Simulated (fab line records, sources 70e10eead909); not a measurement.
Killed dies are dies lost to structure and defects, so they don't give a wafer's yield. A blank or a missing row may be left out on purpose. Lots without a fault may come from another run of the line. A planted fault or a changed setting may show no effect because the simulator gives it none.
Which tool did it? | flow nand_harc | 13 lots, 38 wafers sampled, at 4 steps of a route of 1159

WHAT THE GAUGES READ, wafer by wafer
NHARC_P_M1_OVL_MEAS_10: pitch 260 nm.
lot  | measured     | on         | overlay_x_nm (nm) | overlay_y_nm (nm)
L906 | day 6 00:20  | overlay-02 | -0.2 -0.1 -0.1    | 0.1 0.0 0.3
L907 | day 6 05:07  | overlay-02 | 0.5 0.0 1.2       | 1.9 2.7 1.9
L909 | day 6 17:46  | overlay-02 | -1.0 -1.1 -1.1    | -0.8 -0.7 -0.6
L908 | day 6 20:42  | overlay-01 | 0.3 0.4 0.6       | 1.4 1.3 0.9
L912 | day 7 15:14  | overlay-02 | -1.1 -1.6 -1.3    | -0.6 -0.7 -0.6
L915 | day 8 12:29  | overlay-01 | 1.5 1.1           | 0.8 0.6
L921 | day 9 19:24  | overlay-02 | -0.7 -0.9 -0.5    | -0.1 -0.4 -0.6
L922 | day 9 23:19  | overlay-02 | 0.9 0.9 1.2       | -0.4 -1.1 -0.8
L924 | day 10 06:38 | overlay-01 | 0.5 0.1 0.4       | 0.3 1.2 0.3
L926 | day 11 04:40 | overlay-02 | 0.6 0.3 -0.1      | 0.2 -0.6 0.5
L928 | day 11 08:22 | overlay-01 | -0.5 -0.4 -0.5    | 0.8 1.1 0.4
L927 | day 11 08:39 | overlay-02 | -2.1 -1.8 -2.2    | 0.8 0.2 1.1
L929 | day 11 21:50 | overlay-02 | -1.0 -1.1 -1.4    | 1.3 1.5 1.1

NHARC_P_M1_INSPECT_27.
lot  | measured     | on                | raw_defect_count
L906 | day 6 03:14  | defect_inspect-02 | 269 296 372
L907 | day 6 07:46  | defect_inspect-01 | 155 233 378
L909 | day 6 20:29  | defect_inspect-01 | 518 392 336
L908 | day 6 23:22  | defect_inspect-02 | 203 243 175
L912 | day 7 17:55  | defect_inspect-02 | 302 336 586
L915 | day 8 15:14  | defect_inspect-02 | 298 375
L921 | day 9 22:11  | defect_inspect-01 | 537 589 226
L922 | day 10 02:13 | defect_inspect-02 | 712 728 598
L924 | day 10 09:20 | defect_inspect-01 | 552 426 319
L926 | day 11 07:24 | defect_inspect-02 | 501 260 350
L928 | day 11 11:02 | defect_inspect-01 | 356 457 288
L927 | day 11 11:21 | defect_inspect-02 | 146 195 124
L929 | day 12 00:32 | defect_inspect-01 | 207 251 378

WHICH TOOL RAN EACH LOT (tool, then ch and the chambers of the sampled wafers, then the start)
lot  | NHARC_P_M0_PVD_20                       | NHARC_P_M1_ETCH_15
L906 | pvd_sputter-01, day 6 00:20 or earlier  | rie_diel-08 ch 0,3, day 6 00:37
L907 | pvd_sputter-03, day 6 05:07 or earlier  | rie_diel-11 ch 0,1, day 6 05:23
L909 | pvd_sputter-03, day 6 17:46 or earlier  | rie_diel-07 ch 1,2, day 6 18:02
L908 | pvd_sputter-02, day 6 20:42 or earlier  | rie_diel-11 ch 2,3, day 6 20:58
L912 | pvd_sputter-03, day 7 15:14 or earlier  | rie_diel-11 ch 0,2,3, day 7 15:31
L915 | pvd_sputter-03, day 8 12:29 or earlier  | rie_diel-11 ch 1,3, day 8 12:46
L921 | pvd_sputter-03, day 9 19:24 or earlier  | rie_diel-08 ch 0,2,3, day 9 19:40
L922 | pvd_sputter-02, day 9 23:19 or earlier  | rie_diel-08 ch 1,2,3, day 9 23:37
L924 | pvd_sputter-01, day 10 06:38 or earlier | rie_diel-07 ch 1,2, day 10 06:56
L926 | pvd_sputter-03, day 11 04:40 or earlier | rie_diel-07 ch 0,1, day 11 04:56
L928 | pvd_sputter-01, day 11 08:22 or earlier | rie_diel-08 ch 0,1,2, day 11 08:40
L927 | pvd_sputter-02, day 11 08:39 or earlier | rie_diel-11 ch 1,2,3, day 11 08:56
L929 | pvd_sputter-01, day 11 21:50 or earlier | rie_diel-08 ch 1,2,3, day 11 22:07
- NHARC_P_M0_PVD_20: deposits TaN, target thk 5 nm, time 8.06 s.
- NHARC_P_M1_ETCH_15: etches the open film in C4F8/Ar, target depth 182.5 nm, time 91.2 s.

WHAT THE TOOLS THEMSELVES READ (means of the sampled wafers that have a number; where no wafer has one, the mark that the record gives instead)
NHARC_P_M0_PVD_20.
lot  | tool           | throttle_valve_pct (%)
L906 | pvd_sputter-01 | 30.1
L907 | pvd_sputter-03 | 30.6
L909 | pvd_sputter-03 | 30.7
L908 | pvd_sputter-02 | 29.4
L912 | pvd_sputter-03 | 30.8
L915 | pvd_sputter-03 | 31.0
L921 | pvd_sputter-03 | 30.7
L922 | pvd_sputter-02 | 29.3
L924 | pvd_sputter-01 | 29.4
L926 | pvd_sputter-03 | 30.5
L928 | pvd_sputter-01 | 29.8
L927 | pvd_sputter-02 | 30.4
L929 | pvd_sputter-01 | 30.6

NHARC_P_M1_ETCH_15.
lot  | tool        | oes_product_au (a.u.) | rf_vpp_V (V) | run_length_s (s)
L906 | rie_diel-08 | 0.968                 | 442.5        | 112.0
L907 | rie_diel-11 | 0.958                 | 439.7        | 112.7
L909 | rie_diel-07 | 0.940                 | 440.0        | 112.3
L908 | rie_diel-11 | 0.977                 | 442.1        | 112.4
L912 | rie_diel-11 | 0.970                 | 440.7        | 108.8
L915 | rie_diel-11 | 0.936                 | 444.2        | 106.2
L921 | rie_diel-08 | 0.957                 | 441.7        | 111.8
L922 | rie_diel-08 | 0.965                 | 439.8        | 112.3
L924 | rie_diel-07 | 0.955                 | 439.9        | 112.6
L926 | rie_diel-07 | 0.948                 | 440.4        | 112.6
L928 | rie_diel-08 | 0.966                 | 440.3        | 112.1
L927 | rie_diel-11 | 0.924                 | 440.6        | 112.2
L929 | rie_diel-08 | 0.959                 | 439.4        | 112.0

THE ANSWER, worked out from the rows above alone
Rule: what is usual is taken from the lots themselves. Put in order of their means at a reading, lots are off if they are a third of the lots or fewer, leave a main group of 4 or more, and stand apart from it by a gap of 3 or more times the standard deviation of the main group's means; of several such gaps the widest counts. A main group whose means are all the same, to the digits that the tables above print for the reading, isn't used. A lot without any number at a reading at which 4 lots or more have one is off too. The other lots that the step has rows for count as sound. The gauges are gone through in route order, then the tools' own readings, and for those a lot's mean is taken as printed above. The first step at which some lot is off is used, and at that step the reading that is off furthest; a lot without a number counts as furthest.
Off: L912, L915, at NHARC_P_M1_ETCH_15 (run_length_s). The main group: mean 112.3 s, standard deviation 0.27.
A tool fits if, at that step or a process step before it, it ran every lot that is off, and no sound lot after the first of them. NHARC_P_M0_PVD_20 gives no start for some lots, so the hours and the order of its lots are those of NHARC_P_M1_OVL_MEAS_10. None of those tried fits.

WHAT THE SIMULATOR HAD PUT IN
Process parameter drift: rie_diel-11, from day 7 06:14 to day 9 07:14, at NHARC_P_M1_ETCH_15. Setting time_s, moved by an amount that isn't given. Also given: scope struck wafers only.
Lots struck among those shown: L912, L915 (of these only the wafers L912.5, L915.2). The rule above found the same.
